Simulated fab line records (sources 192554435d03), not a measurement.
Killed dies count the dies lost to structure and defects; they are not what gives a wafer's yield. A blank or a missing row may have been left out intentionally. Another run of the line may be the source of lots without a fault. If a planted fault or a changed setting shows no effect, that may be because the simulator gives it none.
Which tool was responsible? :: flow n5-finfet :: 24 lots with 72 wafers sampled at 4 steps, on a route of 1938 steps

WHAT THE GAUGES SHOWED, per wafer
N5_BEOL_M1_OVL_MEAS_29.
lot: L074
measured: day 6 04:07
on: overlay-01
V0_OVL (nm): -0.8 -0.6 -0.8

lot: L075
measured: day 6 08:11
on: overlay-02
V0_OVL (nm): 0.2 0.9 -0.4

lot: L076
measured: day 6 13:11
on: overlay-02
V0_OVL (nm): 0.5 1.0 -0.4

lot: L077
measured: day 6 20:56
on: overlay-01
V0_OVL (nm): -0.8 -0.8 -1.1

lot: L078
measured: day 7 02:01
on: overlay-01
V0_OVL (nm): -0.4 -0.6 -0.1

lot: L080
measured: day 7 10:28
on: overlay-02
V0_OVL (nm): 0.3 0.0 1.3

lot: L079
measured: day 7 17:34
on: overlay-01
V0_OVL (nm): -0.3 -0.7 -1.0

lot: L081
measured: day 7 21:16
on: overlay-01
V0_OVL (nm): -0.2 0.4 0.9

lot: L082
measured: day 8 07:43
on: overlay-01
V0_OVL (nm): -0.6 0.8 -0.9

lot: L083
measured: day 8 12:13
on: overlay-01
V0_OVL (nm): -0.4 -0.8 -0.8

lot: L084
measured: day 8 18:18
on: overlay-02
V0_OVL (nm): 0.3 0.5 0.1

lot: L085
measured: day 8 23:59
on: overlay-01
V0_OVL (nm): 0.4 1.2 1.2

lot: L086
measured: day 9 06:29
on: overlay-01
V0_OVL (nm): 0.1 -0.7 -1.6

lot: L087
measured: day 9 10:56
on: overlay-02
V0_OVL (nm): -0.5 -0.3 -0.5

lot: L089
measured: day 9 20:02
on: overlay-02
V0_OVL (nm): -1.0 -0.3 -0.8

lot: L088
measured: day 9 21:27
on: overlay-01
V0_OVL (nm): -0.9 -0.9 -0.1

lot: L090
measured: day 10 02:26
on: overlay-01
V0_OVL (nm): -0.2 -0.7 0.2

lot: L091
measured: day 10 14:13
on: overlay-02
V0_OVL (nm): -0.3 0.2 1.2

lot: L092
measured: day 10 17:40
on: overlay-02
V0_OVL (nm): 0.2 0.5 0.2

lot: L093
measured: day 10 19:07
on: overlay-02
V0_OVL (nm): 0.1 0.6 0.9

lot: L094
measured: day 10 23:00
on: overlay-02
V0_OVL (nm): 1.0 -0.5 0.9

lot: L095
measured: day 11 05:34
on: overlay-01
V0_OVL (nm): -1.4 -0.4 -0.1

lot: L096
measured: day 11 18:09
on: overlay-02
V0_OVL (nm): -0.3 0.6 -0.2

lot: L097
measured: day 11 20:02
on: overlay-01
V0_OVL (nm): 0.6 -0.6 0.5

N5_BEOL_M1_CD_MEAS_35: target cd 18 nm, target cd y 21 nm.
lot: L074
measured: day 6 07:53
on: cd-sem-02
cd-nm (nm): 17.8 17.9 18.0

lot: L075
measured: day 6 10:59
on: cd-sem-03
cd-nm (nm): 17.4 18.1 18.0

lot: L076
measured: day 6 16:09
on: cd-sem-02
cd-nm (nm): 18.2 17.9 18.1

lot: L077
measured: day 7 01:04
on: cd-sem-03
cd-nm (nm): 17.8 18.3 18.0

lot: L078
measured: day 7 08:04
on: cd-sem-03
cd-nm (nm): 18.2 17.9 17.9

lot: L080
measured: day 7 16:21
on: cd-sem-02
cd-nm (nm): 18.4 18.0 18.7

lot: L079
measured: day 7 20:07
on: cd-sem-02
cd-nm (nm): 18.1 18.1 18.5

lot: L081
measured: day 8 00:23
on: cd-sem-02
cd-nm (nm): 17.3 18.3 17.6

lot: L082
measured: day 8 11:23
on: cd-sem-03
cd-nm (nm): 18.1 18.2 17.7

lot: L083
measured: day 8 13:28
on: cd-sem-02
cd-nm (nm): 18.0 18.0 18.0

lot: L084
measured: day 8 19:23
on: cd-sem-02
cd-nm (nm): 17.3 18.1 17.9

lot: L085
measured: day 9 05:41
on: cd-sem-01
cd-nm (nm): 17.1 18.0 17.7

lot: L086
measured: day 9 09:05
on: cd-sem-03
cd-nm (nm): 18.0 17.6 18.2

lot: L087
measured: day 9 12:34
on: cd-sem-02
cd-nm (nm): 18.1 18.0 17.8

lot: L089
measured: day 9 21:33
on: cd-sem-02
cd-nm (nm): 17.4 17.9 17.7

lot: L088
measured: day 10 08:41
on: cd-sem-03
cd-nm (nm): 18.1 17.9 17.2

lot: L090
measured: day 10 12:38
on: cd-sem-03
cd-nm (nm): 18.6 18.0 18.2

lot: L091
measured: day 10 15:42
on: cd-sem-03
cd-nm (nm): 18.1 17.7 18.2

lot: L092
measured: day 10 18:53
on: cd-sem-01
cd-nm (nm): 17.8 17.7 18.1

lot: L093
measured: day 10 21:32
on: cd-sem-01
cd-nm (nm): 18.7 18.2 17.9

lot: L094
measured: day 11 00:58
on: cd-sem-03
cd-nm (nm): 18.3 18.2 18.0

lot: L095
measured: day 11 07:27
on: cd-sem-03
cd-nm (nm): 18.3 18.1 18.1

lot: L096
measured: day 12 03:31
on: cd-sem-01
cd-nm (nm): 17.6 18.2 18.2

lot: L097
measured: day 12 03:04
on: cd-sem-01
cd-nm (nm): 17.4 17.5 17.7

WHICH TOOL RAN EACH LOT (tool, then ch and the chambers of the sampled wafers, then the start)
lot: L074
N5_BEOL_M0_ANNEAL_117: pvd-sputter-02, day 5 23:46
N5_BEOL_M1_STRIP_97: rie-diel-01 ch 0,1, day 6 07:53 or earlier

lot: L075
N5_BEOL_M0_ANNEAL_117: pvd-sputter-03, day 6 03:46
N5_BEOL_M1_STRIP_97: rie-diel-06 ch 0,2,3, day 6 10:59 or earlier

lot: L076
N5_BEOL_M0_ANNEAL_117: pvd-sputter-01, day 6 08:31
N5_BEOL_M1_STRIP_97: rie-diel-06 ch 0,1, day 6 16:09 or earlier

lot: L077
N5_BEOL_M0_ANNEAL_117: pvd-sputter-03, day 6 16:40
N5_BEOL_M1_STRIP_97: rie-diel-01 ch 1,2,3, day 7 01:04 or earlier

lot: L078
N5_BEOL_M0_ANNEAL_117: pvd-sputter-03, day 6 19:08
N5_BEOL_M1_STRIP_97: rie-diel-06 ch 0,1,2, day 7 08:04 or earlier

lot: L080
N5_BEOL_M0_ANNEAL_117: pvd-sputter-03, day 7 07:04
N5_BEOL_M1_STRIP_97: rie-diel-01 ch 0,1,3, day 7 16:21 or earlier

lot: L079
N5_BEOL_M0_ANNEAL_117: pvd-sputter-01, day 7 11:25
N5_BEOL_M1_STRIP_97: rie-diel-01 ch 0,1, day 7 20:07 or earlier

lot: L081
N5_BEOL_M0_ANNEAL_117: pvd-sputter-01, day 7 17:18
N5_BEOL_M1_STRIP_97: rie-diel-06 ch 1,3, day 8 00:23 or earlier

lot: L082
N5_BEOL_M0_ANNEAL_117: pvd-sputter-01, day 8 03:12
N5_BEOL_M1_STRIP_97: rie-diel-01 ch 1,2,3, day 8 11:23 or earlier

lot: L083
N5_BEOL_M0_ANNEAL_117: pvd-sputter-02, day 8 04:55
N5_BEOL_M1_STRIP_97: rie-diel-02 ch 0,2,3, day 8 13:28 or earlier

lot: L084
N5_BEOL_M0_ANNEAL_117: pvd-sputter-02, day 8 13:27
N5_BEOL_M1_STRIP_97: rie-diel-06 ch 0,3, day 8 19:23 or earlier

lot: L085
N5_BEOL_M0_ANNEAL_117: pvd-sputter-01, day 8 20:35
N5_BEOL_M1_STRIP_97: rie-diel-02 ch 0,2,3, day 9 05:41 or earlier

lot: L086
N5_BEOL_M0_ANNEAL_117: pvd-sputter-03, day 9 00:58
N5_BEOL_M1_STRIP_97: rie-diel-06 ch 1,2,3, day 9 09:05 or earlier

lot: L087
N5_BEOL_M0_ANNEAL_117: pvd-sputter-03, day 9 06:49
N5_BEOL_M1_STRIP_97: rie-diel-01 ch 0,1, day 9 12:34 or earlier

lot: L089
N5_BEOL_M0_ANNEAL_117: pvd-sputter-01, day 9 16:09
N5_BEOL_M1_STRIP_97: rie-diel-06 ch 1,2,3, day 9 21:33 or earlier

lot: L088
N5_BEOL_M0_ANNEAL_117: pvd-sputter-01, day 9 16:41
N5_BEOL_M1_STRIP_97: rie-diel-01 ch 0,1,3, day 10 08:41 or earlier

lot: L090
N5_BEOL_M0_ANNEAL_117: pvd-sputter-01, day 9 20:59
N5_BEOL_M1_STRIP_97: rie-diel-06 ch 0,2,3, day 10 12:38 or earlier

lot: L091
N5_BEOL_M0_ANNEAL_117: pvd-sputter-02, day 10 11:05
N5_BEOL_M1_STRIP_97: rie-diel-06 ch 0,2,3, day 10 15:42 or earlier

lot: L092
N5_BEOL_M0_ANNEAL_117: pvd-sputter-01, day 10 13:41
N5_BEOL_M1_STRIP_97: rie-diel-06 ch 1,3, day 10 18:53 or earlier

lot: L093
N5_BEOL_M0_ANNEAL_117: pvd-sputter-03, day 10 15:26
N5_BEOL_M1_STRIP_97: rie-diel-02 ch 0,2, day 10 21:32 or earlier

lot: L094
N5_BEOL_M0_ANNEAL_117: pvd-sputter-02, day 10 19:11
N5_BEOL_M1_STRIP_97: rie-diel-02 ch 1,2,3, day 11 00:58 or earlier

lot: L095
N5_BEOL_M0_ANNEAL_117: pvd-sputter-01, day 11 00:46
N5_BEOL_M1_STRIP_97: rie-diel-02 ch 1,2, day 11 07:27 or earlier

lot: L096
N5_BEOL_M0_ANNEAL_117: pvd-sputter-02, day 11 13:59
N5_BEOL_M1_STRIP_97: rie-diel-01 ch 1,2,3, day 12 03:31 or earlier

lot: L097
N5_BEOL_M0_ANNEAL_117: pvd-sputter-01, day 11 15:38
N5_BEOL_M1_STRIP_97: rie-diel-02 ch 0,1,3, day 12 03:04 or earlier
- N5_BEOL_M0_ANNEAL_117: time 60 s.
- N5_BEOL_M1_STRIP_97: strips in N2/H2, time 10 s.

AS READ BY THE TOOLS THEMSELVES (means over the sampled wafers that have a number; for cases with no such wafer, the mark the record gives instead)
N5_BEOL_M0_ANNEAL_117.
lot: L074
tool: pvd-sputter-02
heater-power-w (W): 866

lot: L075
tool: pvd-sputter-03
heater-power-w (W): 848

lot: L076
tool: pvd-sputter-01
heater-power-w (W): 831

lot: L077
tool: pvd-sputter-03
heater-power-w (W): 899

lot: L078
tool: pvd-sputter-03
heater-power-w (W): 851

lot: L080
tool: pvd-sputter-03
heater-power-w (W): 860

lot: L079
tool: pvd-sputter-01
heater-power-w (W): 791

lot: L081
tool: pvd-sputter-01
heater-power-w (W): 830

lot: L082
tool: pvd-sputter-01
heater-power-w (W): 843

lot: L083
tool: pvd-sputter-02
heater-power-w (W): 765

lot: L084
tool: pvd-sputter-02
heater-power-w (W): 828

lot: L085
tool: pvd-sputter-01
heater-power-w (W): 801

lot: L086
tool: pvd-sputter-03
heater-power-w (W): 975

lot: L087
tool: pvd-sputter-03
heater-power-w (W): 860

lot: L089
tool: pvd-sputter-01
heater-power-w (W): 803

lot: L088
tool: pvd-sputter-01
heater-power-w (W): 803

lot: L090
tool: pvd-sputter-01
heater-power-w (W): 817

lot: L091
tool: pvd-sputter-02
heater-power-w (W): 784

lot: L092
tool: pvd-sputter-01
heater-power-w (W): 798

lot: L093
tool: pvd-sputter-03
heater-power-w (W): 938

lot: L094
tool: pvd-sputter-02
heater-power-w (W): 776

lot: L095
tool: pvd-sputter-01
heater-power-w (W): 854

lot: L096
tool: pvd-sputter-02
heater-power-w (W): 776

lot: L097
tool: pvd-sputter-01
heater-power-w (W): 798

N5_BEOL_M1_STRIP_97.
lot: L074
tool: rie-diel-01
bias-power-w (W): 6.976
drypump-motor-current-A (A): 4.9
oes-product-au (a.u.): 0.75
rf-vpp-V (V): 59.2
showerhead-plenum-p-Torr (Torr): 2.54
throttle-valve-pct (%): 23.66

lot: L075
tool: rie-diel-06
bias-power-w (W): 6.989
drypump-motor-current-A (A): 5.4
oes-product-au (a.u.): 0.73
rf-vpp-V (V): 59.1
showerhead-plenum-p-Torr (Torr): 2.46
throttle-valve-pct (%): 23.81

lot: L076
tool: rie-diel-06
bias-power-w (W): 7.021
drypump-motor-current-A (A): 5.3
oes-product-au (a.u.): 0.76
rf-vpp-V (V): 58.7
showerhead-plenum-p-Torr (Torr): 2.51
throttle-valve-pct (%): 23.94

lot: L077
tool: rie-diel-01
bias-power-w (W): 6.989
drypump-motor-current-A (A): 5.6
oes-product-au (a.u.): 0.72
rf-vpp-V (V): 58.7
showerhead-plenum-p-Torr (Torr): 2.56
throttle-valve-pct (%): 23.72

lot: L078
tool: rie-diel-06
bias-power-w (W): 6.992
drypump-motor-current-A (A): 5.2
oes-product-au (a.u.): 0.76
rf-vpp-V (V): 58.6
showerhead-plenum-p-Torr (Torr): 2.47
throttle-valve-pct (%): 23.74

lot: L080
tool: rie-diel-01
bias-power-w (W): 6.992
drypump-motor-current-A (A): 5.3
oes-product-au (a.u.): 0.74
rf-vpp-V (V): 59.0
showerhead-plenum-p-Torr (Torr): 2.50
throttle-valve-pct (%): 23.74

lot: L079
tool: rie-diel-01
bias-power-w (W): 6.996
drypump-motor-current-A (A): 5.2
oes-product-au (a.u.): 0.77
rf-vpp-V (V): 58.2
showerhead-plenum-p-Torr (Torr): 2.44
throttle-valve-pct (%): 23.56

lot: L081
tool: rie-diel-06
bias-power-w (W): 7.026
drypump-motor-current-A (A): 5.4
oes-product-au (a.u.): 0.71
rf-vpp-V (V): 59.1
showerhead-plenum-p-Torr (Torr): 2.42
throttle-valve-pct (%): 23.67

lot: L082
tool: rie-diel-01
bias-power-w (W): 7.011
drypump-motor-current-A (A): 5.6
oes-product-au (a.u.): 0.71
rf-vpp-V (V): 58.7
showerhead-plenum-p-Torr (Torr): 2.55
throttle-valve-pct (%): 23.72

lot: L083
tool: rie-diel-02
bias-power-w (W): 6.976
drypump-motor-current-A (A): 5.4
oes-product-au (a.u.): 0.80
rf-vpp-V (V): 60.1
showerhead-plenum-p-Torr (Torr): 2.55
throttle-valve-pct (%): 23.54

lot: L084
tool: rie-diel-06
bias-power-w (W): 6.970
drypump-motor-current-A (A): 5.6
oes-product-au (a.u.): 0.71
rf-vpp-V (V): 58.9
showerhead-plenum-p-Torr (Torr): 2.49
throttle-valve-pct (%): 24.03

lot: L085
tool: rie-diel-02
bias-power-w (W): 6.974
drypump-motor-current-A (A): 5.4
oes-product-au (a.u.): 0.80
rf-vpp-V (V): 59.7
showerhead-plenum-p-Torr (Torr): 2.55
throttle-valve-pct (%): 23.54

lot: L086
tool: rie-diel-06
bias-power-w (W): 6.998
drypump-motor-current-A (A): 5.2
oes-product-au (a.u.): 0.72
rf-vpp-V (V): 59.8
showerhead-plenum-p-Torr (Torr): 2.42
throttle-valve-pct (%): 23.61

lot: L087
tool: rie-diel-01
bias-power-w (W): 7.002
drypump-motor-current-A (A): 4.9
oes-product-au (a.u.): 0.73
rf-vpp-V (V): 59.2
showerhead-plenum-p-Torr (Torr): 2.53
throttle-valve-pct (%): 23.70

lot: L089
tool: rie-diel-06
bias-power-w (W): 7.002
drypump-motor-current-A (A): 5.2
oes-product-au (a.u.): 0.72
rf-vpp-V (V): 59.1
showerhead-plenum-p-Torr (Torr): 2.42
throttle-valve-pct (%): 23.63

lot: L088
tool: rie-diel-01
bias-power-w (W): 6.996
drypump-motor-current-A (A): 5.3
oes-product-au (a.u.): 0.72
rf-vpp-V (V): 59.7
showerhead-plenum-p-Torr (Torr): 2.49
throttle-valve-pct (%): 23.76

lot: L090
tool: rie-diel-06
bias-power-w (W): 7.002
drypump-motor-current-A (A): 5.4
oes-product-au (a.u.): 0.70
rf-vpp-V (V): 59.0
showerhead-plenum-p-Torr (Torr): 2.45
throttle-valve-pct (%): 23.84

lot: L091
tool: rie-diel-06
bias-power-w (W): 6.998
drypump-motor-current-A (A): 5.4
oes-product-au (a.u.): 0.71
rf-vpp-V (V): 58.8
showerhead-plenum-p-Torr (Torr): 2.45
throttle-valve-pct (%): 23.84

lot: L092
tool: rie-diel-06
bias-power-w (W): 7.017
drypump-motor-current-A (A): 5.1
oes-product-au (a.u.): 0.72
rf-vpp-V (V): 58.7
showerhead-plenum-p-Torr (Torr): 2.42
throttle-valve-pct (%): 23.62

lot: L093
tool: rie-diel-02
bias-power-w (W): 6.999
drypump-motor-current-A (A): 5.1
oes-product-au (a.u.): 0.78
rf-vpp-V (V): 59.9
showerhead-plenum-p-Torr (Torr): 2.51
throttle-valve-pct (%): 23.60

lot: L094
tool: rie-diel-02
bias-power-w (W): 6.982
drypump-motor-current-A (A): 5.8
oes-product-au (a.u.): 0.76
rf-vpp-V (V): 58.3
showerhead-plenum-p-Torr (Torr): 2.46
throttle-valve-pct (%): 23.58

lot: L095
tool: rie-diel-02
bias-power-w (W): 6.992
drypump-motor-current-A (A): 5.5
oes-product-au (a.u.): 0.74
rf-vpp-V (V): 58.6
showerhead-plenum-p-Torr (Torr): 2.42
throttle-valve-pct (%): 23.61

lot: L096
tool: rie-diel-01
bias-power-w (W): 7.006
drypump-motor-current-A (A): 5.6
oes-product-au (a.u.): 0.80
rf-vpp-V (V): 59.7
showerhead-plenum-p-Torr (Torr): 2.54
throttle-valve-pct (%): 23.63

lot: L097
tool: rie-diel-02
bias-power-w (W): 7.008
drypump-motor-current-A (A): 5.8
oes-product-au (a.u.): 0.78
rf-vpp-V (V): 58.2
showerhead-plenum-p-Torr (Torr): 2.55
throttle-valve-pct (%): 23.54

THE ANSWER, worked out from the rows above alone
Rule: the lots themselves supply what counts as usual. The widest of any qualifying gaps counts: lots, ordered by their means at a reading, are off when they make up no more than a third of the lots, leave a main group of 4 or more, and stand apart from it by 3 or more times the standard deviation of that group's means. Not used: any main group whose means are identical at the precision the tables above print for the reading. A lot without any number at a reading at which 4 lots or more have one is off too. All remaining lots with rows at the step are treated as sound. After the gauges, taken in route order, come the tools' own readings; for these a lot's mean is taken, as printed above. The first step at which some lot is off is used, and at that step the reading that is off furthest; a lot without a number counts as furthest.
No lot is off on any of the readings shown, so nothing can be concluded from this.

WHAT THE SIMULATOR HAD PUT IN
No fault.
